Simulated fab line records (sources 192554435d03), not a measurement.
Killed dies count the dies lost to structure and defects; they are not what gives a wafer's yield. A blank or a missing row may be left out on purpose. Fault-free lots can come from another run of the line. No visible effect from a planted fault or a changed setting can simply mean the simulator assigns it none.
fab line records -- flow n5_finfet
[record] lots = 5, wafers = 15, last_day = 18
route steps=1938 shown BEOL_M4@1056
lots with no fault: from the same line, run without faults
start_h: the number of hours between the record's first day and the start of the first shown wafer of the lot -- wait_h: time in hours since the lot's previous step -- " identical to the entry in the row above -- L1.1+2: several wafers, shown together as one row -- - no value present, or no start provided -- * or withheld: withheld -- < > ~ a bound
route shown NAME@n: NAME is a module with steps in the file, n the number in the route of the first one -- usual: mean/standard deviation taken from wafers without a fault -- same: alike in all rows -- chamber/n: place in a boat -- sites: each site's reading -- _std_site: standard deviation across them -- _edge_site: the outer-site mean with the inner-site mean subtracted -- radius_mm: for every site, how far away it sits from the centre of the wafer -- mask NAME#n: copy n -- behind: the last tool/chamber to shape the wafer -- hold: cause of the lot's hold/its duration in hours/its outcome -- device: the transistor (n, p or np) that didn't switch -- end of line: the tests these same wafers got at the end of their route -- a step given without rows: its recipe and nothing more -- killed: the dies lost at the first sort to structure and to defects; this is not the yield of the wafer -- map: shows each die of a wafer: x if killed, . if not, _ if none is there
set.NAME: the setting as run; set.NAME@STEP: as run at that earlier step -- model.NAME: the simulator's own value behind a step, which no gauge read
lots at some steps of the route; a table a step, a row a wafer
services: when a tool's chamber went out of use (start_h, in hours from the record's first day, below 0 if earlier), for how many hours, and the reason
[[steps]]
[step N5_BEOL_M4_CD_MEAS_28]
[recipe] target_cd_nm = 26.2, landing_energy_ev = 500, detector = se_inlens, target_cd_y_nm = 24.1, polarity = opening
[usual] cd_nm = 26.23/0.23
lot.wafer,tool,chamber,start_h,wait_h,cd_nm
L075.2,cd_sem-03,0,185.57,-,26.08
L075.3,cd_sem-03,0,185.57,-,26.21
L075.6,cd_sem-03,0,185.57,-,25.78
L076.1,cd_sem-01,0,186.12,-,25.66
L076.4,cd_sem-01,0,186.12,-,25.95
L076.6,cd_sem-01,0,186.12,-,26.55
L081.2,cd_sem-02,0,213.51,-,26.34
L081.3,cd_sem-02,0,213.51,-,26.29
L081.6,cd_sem-02,0,213.51,-,26.38
L094.1,cd_sem-03,0,296.73,-,26.51
L094.3,cd_sem-03,0,296.73,-,26.62
L094.6,cd_sem-03,0,296.73,-,26.41
L095.2,cd_sem-03,0,329.92,-,25.85
L095.4,cd_sem-03,0,329.92,-,26.67
L095.5,cd_sem-03,0,329.92,-,26.16
[step N5_BEOL_M4_OVL_MEAS_29]
[recipe] points_per_wafer = 522
[usual] V3_OVL = 0.3/0.79
lot.wafer,tool,chamber,start_h,wait_h,V3_OVL[nm]
L075.2,overlay-01,0,185.60,0.0,0.7
L075.3,overlay-01,0,185.60,0.0,-0.1
L075.6,overlay-01,0,185.60,0.0,0.0
L076.1,overlay-02,0,186.15,0.0,1.4
L076.4,overlay-02,0,186.15,0.0,-0.2
L076.6,overlay-02,0,186.15,0.0,-0.1
L081.2,overlay-02,0,213.55,0.0,0.9
L081.3,overlay-02,0,213.55,0.0,1.1
L081.6,overlay-02,0,213.55,0.0,1.4
L094.1,overlay-02,0,296.76,0.0,0.3
L094.3,overlay-02,0,296.76,0.0,-0.1
L094.6,overlay-02,0,296.76,0.0,-1.0
L095.2,overlay-02,0,329.96,0.0,0.6
L095.4,overlay-02,0,329.96,0.0,0.8
L095.5,overlay-02,0,329.96,0.0,0.7
[step N5_BEOL_M4_INSPECT_30]
[recipe] mode = adi, inspect_instrument = brightfield
[usual] raw_defect_count = 411/86
lot.wafer,tool,chamber,start_h,wait_h,raw_defect_count
L075.2,defect_inspect-02,-,185.66,0.0,441
L075.3,defect_inspect-02,-,185.66,0.0,442
L075.6,defect_inspect-02,-,185.66,0.0,366
L076.1,defect_inspect-02,-,186.21,0.1,493
L076.4,defect_inspect-02,-,186.21,0.1,404
L076.6,defect_inspect-02,-,186.21,0.1,471
L081.2,defect_inspect-01,-,213.60,0.0,364
L081.3,defect_inspect-01,-,213.60,0.0,398
L081.6,defect_inspect-01,-,213.60,0.0,326
L094.1,defect_inspect-01,-,296.82,0.1,296
L094.3,defect_inspect-01,-,296.82,0.1,359
L094.6,defect_inspect-01,-,296.82,0.1,334
L095.2,defect_inspect-01,-,330.01,0.0,410
L095.4,defect_inspect-01,-,330.01,0.0,467
L095.5,defect_inspect-01,-,330.01,0.0,398
[step N5_BEOL_M4_DESCUM_33]
[recipe] chemistry = O2, time_s = 7, source_power_w = 50, bias_power_w = 20, pressure_mtorr = 20, rf_frequency_hz = 2.712e+07, temp_c = 40, resist = CAR-EUV, o2_flow_sccm = 225
[usual] drypump_motor_current_A = 5.6/0.5, o2_flow_sccm = 224.9/0.7, oes_product_au = 0.83/0.072, rf_vpp_V = 243.8/1.6, showerhead_plenum_p_Torr = 2.13/0.085, throttle_valve_pct = 20.37/0.16
lot.wafer,tool,chamber,start_h,wait_h,drypump_motor_current_A,o2_flow_sccm,oes_product_au,rf_hours_counter_h,rf_vpp_V,showerhead_plenum_p_Torr,throttle_valve_pct
L075.2,rie_diel-01,3,185.77,0.1,6.3,223.9,0.89,31,243.5,2.05,20.46
L075.3,rie_diel-01,2,185.77,0.1,5.4,223.1,0.91,21,245.1,2.23,20.31
L075.6,rie_diel-01,2,185.77,0.1,5.4,224.5,0.92,-,244.6,2.23,20.29
L076.1,rie_diel-01,3,186.24,0.0,6.3,224.2,0.90,31,241.8,2.05,20.46
L076.4,rie_diel-01,2,186.24,0.0,5.3,224.9,0.91,21,243.5,2.23,20.29
L076.6,rie_diel-01,3,186.24,0.0,6.3,223.1,0.90,-,242.2,2.05,20.48
L081.2,rie_diel-03,1,213.64,0.0,6.5,225.4,0.85,76,245.1,2.21,20.37
L081.3,rie_diel-03,3,213.64,0.0,4.8,223.8,0.71,212,243.9,2.16,20.76
L081.6,rie_diel-03,2,213.64,0.0,5.3,225.0,0.71,-,241.8,1.98,20.51
L094.1,rie_diel-04,3,296.86,0.0,6.0,225.4,0.91,34,244.9,2.21,20.38
L094.3,rie_diel-04,0,296.86,0.0,5.3,225.4,0.83,81,242.3,2.03,20.36
L094.6,rie_diel-04,3,296.86,0.0,6.0,224.1,0.90,-,245.4,2.21,20.36
L095.2,rie_diel-03,1,330.20,0.2,6.5,225.7,0.80,114,244.7,2.19,20.44
L095.4,rie_diel-03,1,330.20,0.2,6.5,224.9,0.81,-,243.0,2.19,20.44
L095.5,rie_diel-03,0,330.20,0.2,5.5,225.4,0.87,-,243.1,2.03,20.12
[step N5_BEOL_M4_ETCH_77]
[recipe] chemistry = N2/H2, target = underlayer, target_depth_a = 65, mask_material = CAR-EUV, time_s = 5.2, ion_energy_ev = 200, pressure_mtorr = 30, source_w = 840, bias_w = 150, n2_flow_sccm = 200, h2_flow_sccm = 200, ends = cleared
[usual] drypump_motor_current_A = 5.6/0.5, etch_rf_on_time_s = 5.15/0.071, oes_product_au = 0.71/0.063, rf_vpp_V = 525/3.2, showerhead_plenum_p_Torr = 2.59/0.1, throttle_valve_pct = 17.80/0.2
lot.wafer,tool,chamber,start_h,wait_h,drypump_motor_current_A,etch_rf_on_time_s,oes_product_au,rf_hours_counter_h,rf_vpp_V,showerhead_plenum_p_Torr,throttle_valve_pct
L075.2,rie_diel-01,3,185.80,0.0,6.3,5.00,0.77,31,524,2.49,17.87
L075.3,rie_diel-01,2,185.80,0.0,5.4,5.09,0.79,21,526,2.71,17.66
L075.6,rie_diel-01,2,185.80,0.0,5.3,5.10,0.79,-,529,2.71,17.66
L076.1,rie_diel-01,3,186.28,0.0,6.3,5.05,0.76,31,520,2.49,17.87
L076.4,rie_diel-01,2,186.28,0.0,5.3,5.10,0.78,21,527,2.71,17.65
L076.6,rie_diel-01,3,186.28,0.0,6.3,5.09,0.76,-,521,2.49,17.86
L081.2,rie_diel-03,1,213.68,0.0,6.5,5.16,0.72,76,528,2.69,17.90
L081.3,rie_diel-03,3,213.68,0.0,4.8,5.19,0.61,212,527,2.62,18.21
L081.6,rie_diel-03,2,213.68,0.0,5.3,5.19,0.61,-,517,2.42,18.10
L094.1,rie_diel-04,3,296.89,0.0,6.1,5.08,0.77,34,528,2.70,17.78
L094.3,rie_diel-04,0,296.89,0.0,5.3,5.22,0.71,81,521,2.47,17.77
L094.6,rie_diel-04,3,296.89,0.0,6.1,5.04,0.77,-,528,2.70,17.77
L095.2,rie_diel-03,1,330.24,0.0,6.5,5.22,0.67,114,528,2.67,17.95
L095.4,rie_diel-03,1,330.24,0.0,6.4,5.27,0.68,-,528,2.68,17.95
L095.5,rie_diel-03,0,330.24,0.0,5.5,5.21,0.75,-,523,2.47,17.49
[step N5_BEOL_M4_ETCH_69]
[recipe] chemistry = CF4, target = SiARC, target_depth_a = 156, mask_material = CAR-EUV, time_s = 26, ion_energy_ev = 80, pressure_mtorr = 40, source_w = 545, bias_w = 36, Ar_flow_sccm = 100, cf4_flow_sccm = 100, ends = cleared
[usual] drypump_motor_current_A = 5.6/0.5, etch_rf_on_time_s = 25.8/0.36, oes_product_au = 0.71/0.062, rf_vpp_V = 184.6/1.3, showerhead_plenum_p_Torr = 2.18/0.082, throttle_valve_pct = 15.54/0.18
lot.wafer,tool,chamber,start_h,wait_h,drypump_motor_current_A,etch_rf_on_time_s,oes_product_au,rf_hours_counter_h,rf_vpp_V,showerhead_plenum_p_Torr,throttle_valve_pct
L075.2,rie_diel-01,3,185.82,0.0,6.3,25.3,0.76,31,184.1,2.10,15.56
L075.3,rie_diel-01,2,185.82,0.0,5.4,25.8,0.78,21,183.9,2.27,15.42
L075.6,rie_diel-01,2,185.82,0.0,5.4,25.8,0.78,-,185.4,2.27,15.39
L076.1,rie_diel-01,3,186.29,0.0,6.3,25.7,0.75,31,183.2,2.10,15.55
L076.4,rie_diel-01,2,186.29,0.0,5.3,25.7,0.78,21,185.7,2.27,15.42
L076.6,rie_diel-01,3,186.29,0.0,6.3,25.2,0.77,-,185.3,2.10,15.56
L081.2,rie_diel-03,1,213.69,0.0,6.4,25.5,0.72,76,184.9,2.25,15.54
L081.3,rie_diel-03,3,213.69,0.0,4.9,25.6,0.62,212,182.9,2.21,15.92
L081.6,rie_diel-03,2,213.69,0.0,5.3,26.1,0.61,-,183.9,2.04,15.79
L094.1,rie_diel-04,3,296.91,0.0,6.0,25.5,0.78,34,184.6,2.27,15.57
L094.3,rie_diel-04,0,296.91,0.0,5.3,26.5,0.70,81,184.0,2.08,15.51
L094.6,rie_diel-04,3,296.91,0.0,6.0,25.3,0.77,-,185.1,2.27,15.57
L095.2,rie_diel-03,1,330.25,0.0,6.5,25.7,0.68,114,185.7,2.24,15.62
L095.4,rie_diel-03,1,330.25,0.0,6.5,26.0,0.69,-,185.6,2.24,15.63
L095.5,rie_diel-03,0,330.25,0.0,5.5,25.6,0.75,-,183.6,2.09,15.33
[step N5_BEOL_M4_ALD_98]
[recipe] material = SiO2, target_thk_a = 25, temp_c = 100, ald_precursor_family = BDEAS, ald_co_reactant = O2-plasma, pulse_time_s = 1, co_reactant_pulse_time_s = 1, purge_time_s = 2, co_reactant_purge_time_s = 2, ald_cycles = 17, pressure_torr = 2
[usual] heater_power_w = 80/9.2, precursor_pulse_height_rel = 0.999/0.02
lot.wafer,tool,chamber,start_h,wait_h,heater_power_w,precursor_pulse_height_rel
L075.2,ald_sin-01,2,186.35,0.5,97,1.001
L075.3,ald_sin-01,3,186.35,0.5,89,1.000
L075.6,ald_sin-01,2,186.35,0.5,97,0.966
L076.1,ald_sin-01,0,186.94,0.6,76,0.980
L076.4,ald_sin-01,2,186.94,0.6,100,0.999
L076.6,ald_sin-01,3,186.94,0.6,87,0.990
L081.2,ald_sin-03,0,213.78,0.1,74,1.030
L081.3,ald_sin-03,2,213.78,0.1,88,0.956
L081.6,ald_sin-03,1,213.78,0.1,70,0.969
L094.1,ald_sin-04,2,297.09,0.2,80,1.011
L094.3,ald_sin-04,3,297.09,0.2,86,0.965
L094.6,ald_sin-04,0,297.09,0.2,65,0.964
L095.2,ald_sin-03,0,330.33,0.1,75,0.989
L095.4,ald_sin-03,0,330.33,0.1,74,0.991
L095.5,ald_sin-03,2,330.33,0.1,90,0.974
[step N5_BEOL_M4_ETCHBACK_99]
[recipe] chemistry = CHF3, target = SiO2, target_depth_a = 50, time_s = 10.4, source_w = 215, bias_w = 47, Ar_flow_sccm = 200, CHF3_flow_sccm = 12, ion_energy_ev = 100, pressure_mtorr = 30
[usual] drypump_motor_current_A = 5.6/0.49, oes_product_au = 0.83/0.069, rf_vpp_V = 241.7/2.7, showerhead_plenum_p_Torr = 2.19/0.085, throttle_valve_pct = 17.01/0.18
lot.wafer,tool,chamber,start_h,wait_h,drypump_motor_current_A,oes_product_au,rf_hours_counter_h,rf_vpp_V,showerhead_plenum_p_Torr,throttle_valve_pct
L076.1,rie_diel-03,2,191.77,4.8,5.3,0.71,208,238.3,2.05,17.25
L076.4,rie_diel-03,1,191.77,4.8,6.5,0.85,-,244.0,2.27,16.99
L076.6,rie_diel-03,2,191.77,4.8,5.3,0.72,-,239.4,2.05,17.25
L075.2,rie_diel-04,1,195.33,8.9,5.1,0.87,29,241.0,2.28,16.67
L075.3,rie_diel-04,0,195.33,8.9,5.3,0.87,44,246.0,2.11,16.93
L075.6,rie_diel-04,0,195.33,8.9,5.3,0.87,-,247.0,2.11,16.95
L081.2,rie_diel-03,2,225.25,11.4,5.3,0.71,221,239.6,2.05,17.28
L081.3,rie_diel-03,1,225.25,11.4,6.5,0.83,79,243.2,2.27,17.01
L081.6,rie_diel-03,0,225.25,11.4,5.5,0.95,-,239.8,2.10,16.66
L094.1,rie_diel-03,2,310.12,13.0,5.3,0.69,249,239.0,2.04,17.32
L094.3,rie_diel-03,0,310.12,13.0,5.5,0.89,43,238.5,2.09,16.73
L094.6,rie_diel-03,0,310.12,13.0,5.6,0.90,-,239.4,2.09,16.74
L095.2,rie_diel-01,2,332.94,2.6,5.4,0.83,72,242.5,2.27,17.00
L095.4,rie_diel-01,3,332.94,2.6,6.3,0.82,81,236.9,2.09,17.14
L095.5,rie_diel-01,2,332.94,2.6,5.4,0.84,-,242.5,2.27,17.00
[step N5_BEOL_M4_ETCH_70]
[recipe] chemistry = N2/H2, target = SOC, target_depth_a = 800, overetch_a = 240, mask_material = SiARC, temp_c = 40, time_s = 130, ion_energy_ev = 200, pressure_mtorr = 30, source_w = 840, bias_w = 150, n2_flow_sccm = 200, h2_flow_sccm = 200
[usual] drypump_motor_current_A = 5.6/0.5, oes_product_au = 0.61/0.049, rf_vpp_V = 525.0/3, showerhead_plenum_p_Torr = 2.59/0.1, throttle_valve_pct = 17.75/0.2
lot.wafer,tool,chamber,start_h,wait_h,drypump_motor_current_A,oes_product_au,rf_hours_counter_h,rf_vpp_V,showerhead_plenum_p_Torr,throttle_valve_pct
L076.1,rie_diel-03,2,191.80,0.0,5.3,0.53,208,518.7,2.42,18.04
L076.4,rie_diel-03,1,191.80,0.0,6.5,0.63,-,527.7,2.70,17.81
L076.6,rie_diel-03,2,191.80,0.0,5.3,0.53,-,520.1,2.42,18.02
L075.2,rie_diel-04,1,195.37,0.0,5.0,0.64,29,527.9,2.71,17.60
L075.3,rie_diel-04,0,195.37,0.0,5.3,0.65,44,521.3,2.48,17.69
L075.6,rie_diel-04,0,195.37,0.0,5.3,0.65,-,521.3,2.48,17.69
L081.2,rie_diel-03,2,225.29,0.0,5.3,0.52,221,521.6,2.42,18.07
L081.3,rie_diel-03,1,225.29,0.0,6.5,0.61,79,528.6,2.69,17.83
L081.6,rie_diel-03,0,225.29,0.0,5.5,0.69,-,523.0,2.48,17.36
L094.1,rie_diel-03,2,310.15,0.0,5.3,0.52,249,521.6,2.41,18.10
L094.3,rie_diel-03,0,310.15,0.0,5.5,0.65,43,523.1,2.47,17.44
L094.6,rie_diel-03,0,310.15,0.0,5.5,0.65,-,522.4,2.47,17.43
L095.2,rie_diel-01,2,332.98,0.0,5.4,0.62,72,525.7,2.68,17.70
L095.4,rie_diel-01,3,332.98,0.0,6.3,0.60,81,520.5,2.47,17.91
L095.5,rie_diel-01,2,332.98,0.0,5.4,0.62,-,528.8,2.68,17.71
[step N5_BEOL_M4_STRIP_71]
[recipe] chemistry = N2/H2, temp_c = 40, n2_flow_sccm = 200, h2_flow_sccm = 200, rf_frequency_hz = 6e+07
lot.wafer,tool,chamber,start_h,wait_h
L076.1+4+6,rie_diel-03,"2,1,2",191.89,0.0
L075.2+3+6,rie_diel-04,"1,0,0",195.46,0.0
L081.2+3+6,rie_diel-03,"2,1,0",225.37,0.0
L094.1+3+6,rie_diel-03,"2,0,0",310.24,0.0
L095.2+4+5,rie_diel-01,"2,3,2",333.07,0.0
[step N5_BEOL_M4_STRIP_78]
[recipe] chemistry = N2/H2, temp_c = 40, n2_flow_sccm = 200, h2_flow_sccm = 200, rf_frequency_hz = 6e+07
lot.wafer,tool,chamber,start_h,wait_h
L076.1+4+6,rie_diel-03,"2,1,2",191.90,0.0
L075.2+3+6,rie_diel-04,"1,0,0",195.47,0.0
L081.2+3+6,rie_diel-03,"2,1,0",225.38,0.0
L094.1+3+6,rie_diel-03,"2,0,0",310.25,0.0
L095.2+4+5,rie_diel-01,"2,3,2",333.08,0.0
[step N5_BEOL_M4_VIA_ETCH_34]
[recipe] chemistry = C4F6/O2, target_depth_a = 694, mask_material = SOC, pressure_mtorr = 15, ion_energy_ev = 250, taper_deg = 4, time_s = 65.9, source_w = 350, bias_w = 170, Ar_flow_sccm = 300, C4F6_flow_sccm = 10, O2_flow_sccm = 10
[usual] O2_flow_sccm = 10.00/0.03, drypump_motor_current_A = 5.6/0.5, oes_product_au = 0.83/0.069, rf_vpp_V = 668/7.1, showerhead_plenum_p_Torr = 2.89/0.11, throttle_valve_pct = 30.75/0.2
lot.wafer,tool,chamber,start_h,wait_h,O2_flow_sccm,drypump_motor_current_A,oes_product_au,rf_hours_counter_h,rf_vpp_V,showerhead_plenum_p_Torr,throttle_valve_pct
L076.1,rie_diel-03,2,191.91,0.0,10.02,5.3,0.71,209,659,2.71,30.90
L076.4,rie_diel-03,1,191.91,0.0,9.99,6.5,0.86,-,673,3.00,30.75
L076.6,rie_diel-03,2,191.91,0.0,10.04,5.3,0.71,-,660,2.71,30.89
L075.2,rie_diel-04,1,195.48,0.0,10.04,5.1,0.88,29,667,3.00,30.37
L075.3,rie_diel-04,0,195.48,0.0,10.03,5.3,0.88,44,680,2.78,30.78
L075.6,rie_diel-04,0,195.48,0.0,10.00,5.4,0.88,-,681,2.78,30.78
L081.2,rie_diel-03,2,225.39,0.0,10.03,5.3,0.71,221,659,2.71,30.91
L081.3,rie_diel-03,1,225.39,0.0,9.99,6.4,0.85,79,672,2.99,30.75
L081.6,rie_diel-03,0,225.39,0.0,10.02,5.5,0.95,-,664,2.78,30.40
L094.1,rie_diel-03,2,310.26,0.0,9.97,5.3,0.68,249,660,2.70,30.96
L094.3,rie_diel-03,0,310.26,0.0,10.04,5.5,0.89,43,664,2.76,30.40
L094.6,rie_diel-03,0,310.26,0.0,9.99,5.5,0.89,-,662,2.76,30.43
L095.2,rie_diel-01,2,333.09,0.0,10.01,5.3,0.84,72,672,3.00,30.75
L095.4,rie_diel-01,3,333.09,0.0,9.99,6.3,0.82,81,657,2.77,30.97
L095.5,rie_diel-01,2,333.09,0.0,10.03,5.4,0.83,-,671,3.00,30.76
[step N5_BEOL_M4_STRIP_83]
[recipe] chemistry = C4F6/O2, resist = SiARC, rf_frequency_hz = 6e+07
lot.wafer,tool,chamber,start_h,wait_h
L076.1+4+6,rie_diel-03,"2,1,2",191.96,0.0
L075.2+3+6,rie_diel-04,"1,0,0",195.53,0.0
L081.2+3+6,rie_diel-03,"2,1,0",225.44,0.0
L094.1+3+6,rie_diel-03,"2,0,0",310.31,0.0
L095.2+4+5,rie_diel-01,"2,3,2",333.14,0.0
[step N5_BEOL_M4_STRIP_36]
[recipe] chemistry = N2/H2, power_w = 450, temp_c = 40, pressure_mtorr = 20, rf_frequency_hz = 6e+07, overash_fraction = 0.3, bias_power_w = 7, h2_frac = 0.5, n2_flow_sccm = 200, h2_flow_sccm = 200
[usual] drypump_motor_current_A = 5.6/0.5, oes_product_au = 0.83/0.068, rf_vpp_V = 59.1/1.5, showerhead_plenum_p_Torr = 2.58/0.1, throttle_valve_pct = 23.61/0.24
lot.wafer,tool,chamber,start_h,wait_h,drypump_motor_current_A,oes_product_au,rf_hours_counter_h,rf_vpp_V,showerhead_plenum_p_Torr,throttle_valve_pct
L076.1,rie_diel-03,2,191.97,0.0,5.3,0.72,209,57.5,2.42,23.89
L076.4,rie_diel-03,1,191.97,0.0,6.5,0.86,-,60.9,2.69,23.70
L076.6,rie_diel-03,2,191.97,0.0,5.3,0.72,-,56.7,2.42,23.91
L075.2,rie_diel-04,1,195.54,0.0,5.1,0.89,29,60.6,2.71,23.61
L075.3,rie_diel-04,0,195.54,0.0,5.3,0.88,44,57.7,2.48,23.60
L075.6,rie_diel-04,0,195.54,0.0,5.4,0.88,-,60.5,2.48,23.60
L081.2,rie_diel-03,2,225.45,0.0,5.3,0.72,221,58.5,2.41,23.93
L081.3,rie_diel-03,1,225.45,0.0,6.5,0.85,79,60.4,2.69,23.70
L081.6,rie_diel-03,0,225.45,0.0,5.5,0.95,-,57.9,2.48,23.15
L094.1,rie_diel-03,2,310.32,0.0,5.3,0.69,249,59.3,2.40,23.96
L094.3,rie_diel-03,0,310.32,0.0,5.5,0.87,43,57.4,2.47,23.16
L094.6,rie_diel-03,0,310.32,0.0,5.5,0.89,-,60.3,2.47,23.18
L095.2,rie_diel-01,2,333.15,0.0,5.4,0.84,72,58.8,2.68,23.55
L095.4,rie_diel-01,3,333.15,0.0,6.3,0.82,81,59.3,2.47,23.83
L095.5,rie_diel-01,2,333.15,0.0,5.4,0.83,-,58.2,2.68,23.55
[step N5_BEOL_M4_TRENCH_ETCH_37]
[recipe] chemistry = C4F6/O2, target_depth_a = 555.55, target = SiOC, time_s = 29.2, ion_energy_ev = 250, pressure_mtorr = 30, source_w = 355, bias_w = 185, Ar_flow_sccm = 300, C4F6_flow_sccm = 10, O2_flow_sccm = 10
[usual] O2_flow_sccm = 10.004/0.029, drypump_motor_current_A = 5.6/0.5, oes_product_au = 0.83/0.069, rf_vpp_V = 668/7.2, showerhead_plenum_p_Torr = 2.89/0.11, throttle_valve_pct = 20.81/0.18
lot.wafer,tool,chamber,start_h,wait_h,O2_flow_sccm,drypump_motor_current_A,oes_product_au,rf_hours_counter_h,rf_vpp_V,showerhead_plenum_p_Torr,throttle_valve_pct
L076.1,rie_diel-03,2,-,-,9.989,5.3,0.72,209,659,2.72,21.03
L076.4,rie_diel-03,1,-,-,10.000,6.5,0.85,-,673,3.00,20.82
L076.6,rie_diel-03,2,-,-,9.990,5.3,0.72,-,660,2.72,21.02
L075.2,rie_diel-04,1,-,-,10.007,5.1,0.87,29,669,3.00,20.46
L075.3,rie_diel-04,0,-,-,10.008,5.3,0.88,45,682,2.79,20.75
L075.6,rie_diel-04,0,-,-,10.010,5.3,0.87,-,682,2.79,20.76
L081.2,rie_diel-03,2,-,-,10.009,5.3,0.71,221,657,2.71,21.05
L081.3,rie_diel-03,1,-,-,10.019,6.5,0.85,79,674,3.00,20.83
L081.6,rie_diel-03,0,-,-,10.049,5.5,0.96,-,665,2.78,20.46
L094.1,rie_diel-03,2,-,-,10.050,5.3,0.69,249,659,2.70,21.08
L094.3,rie_diel-03,0,-,-,10.036,5.5,0.90,43,663,2.77,20.52
L094.6,rie_diel-03,0,-,-,9.988,5.5,0.90,-,664,2.77,20.52
L095.2,rie_diel-01,2,-,-,9.996,5.3,0.83,72,670,3.00,20.80
L095.4,rie_diel-01,3,-,-,9.999,6.3,0.82,81,658,2.77,20.97
L095.5,rie_diel-01,2,-,-,10.007,5.4,0.83,-,670,3.00,20.79
[step N5_BEOL_M4_ETCH_41]
[recipe] chemistry = CH3F/O2, target = SiCN, target_depth_a = 299, taper_deg = 2, time_s = 52.5, ion_energy_ev = 120, mask_material = TiN, pressure_mtorr = 30, source_w = 395, bias_w = 75, Ar_flow_sccm = 150, CH3F_flow_sccm = 30, O2_flow_sccm = 20
[usual] O2_flow_sccm = 20.00/0.054, drypump_motor_current_A = 5.6/0.5, oes_product_au = 0.83/0.069, rf_vpp_V = 298.0/1.8, showerhead_plenum_p_Torr = 2.03/0.08, throttle_valve_pct = 16.25/0.18
lot.wafer,tool,chamber,start_h,wait_h,O2_flow_sccm,drypump_motor_current_A,oes_product_au,rf_hours_counter_h,rf_vpp_V,showerhead_plenum_p_Torr,throttle_valve_pct
L076.1,rie_diel-03,2,-,-,19.97,5.3,0.72,209,295.6,1.91,16.49
L076.4,rie_diel-03,1,-,-,20.09,6.5,0.86,-,299.5,2.11,16.23
L076.6,rie_diel-03,2,-,-,19.97,5.3,0.72,-,295.8,1.91,16.50
L075.2,rie_diel-04,1,-,-,20.10,5.0,0.88,29,298.7,2.12,15.92
L075.3,rie_diel-04,0,-,-,19.96,5.3,0.87,45,296.0,1.96,16.17
L075.6,rie_diel-04,0,-,-,20.04,5.3,0.88,-,295.4,1.96,16.17
L081.2,rie_diel-03,2,-,-,20.04,5.3,0.71,221,295.0,1.90,16.51
L081.3,rie_diel-03,1,-,-,19.96,6.5,0.84,79,300.3,2.11,16.27
L081.6,rie_diel-03,0,-,-,19.98,5.5,0.95,-,295.6,1.95,15.95
L094.1,rie_diel-03,2,-,-,20.05,5.3,0.69,249,294.7,1.89,16.57
L094.3,rie_diel-03,0,-,-,19.99,5.5,0.89,43,296.1,1.94,15.98
L094.6,rie_diel-03,0,-,-,20.05,5.5,0.89,-,295.8,1.94,15.98
L095.2,rie_diel-01,2,-,-,20.05,5.3,0.84,72,299.1,2.11,16.24
L095.4,rie_diel-01,3,-,-,20.04,6.3,0.82,81,295.4,1.94,16.39
L095.5,rie_diel-01,2,-,-,20.06,5.3,0.84,-,300.2,2.11,16.24
[[services]]
tool,chamber,start_h,hours,kind
rie_diel-03,0,165.44,-,clean
rie_diel-03,0,165.44,-,consumable_replace:focus_ring
rie_diel-03,0,165.44,20.8,scheduled_down
rie_diel-03,0,165.44,20.8,vent_cycle
ald_sin-03,3,230.62,14.3,repair
ald_sin-03,2,232.83,15.8,repair
ald_sin-01,2,236.07,3.2,repair
ald_sin-03,0,258.75,3.6,repair
rie_diel-01,0,264.71,3.7,repair
ald_sin-01,-,270.31,14.0,pm
rie_diel-04,1,294.03,23.1,repair
ald_sin-03,-,300.11,1.2,repair
ald_sin-01,3,309.61,6.0,repair
ald_sin-01,0,310.64,6.0,repair
rie_diel-03,2,313.71,-,clean
rie_diel-03,2,313.71,-,consumable_replace:focus_ring
rie_diel-03,2,313.71,-,consumable_replace:showerhead
rie_diel-03,2,313.71,17.9,scheduled_down
rie_diel-03,2,313.71,17.9,vent_cycle
ald_sin-01,0,321.29,5.4,repair
ald_sin-03,1,322.49,10.3,repair
ald_sin-03,0,325.22,3.7,repair
rie_diel-03,3,331.61,-,clean
rie_diel-03,3,331.61,-,consumable_replace:focus_ring
[[key]]
fault none
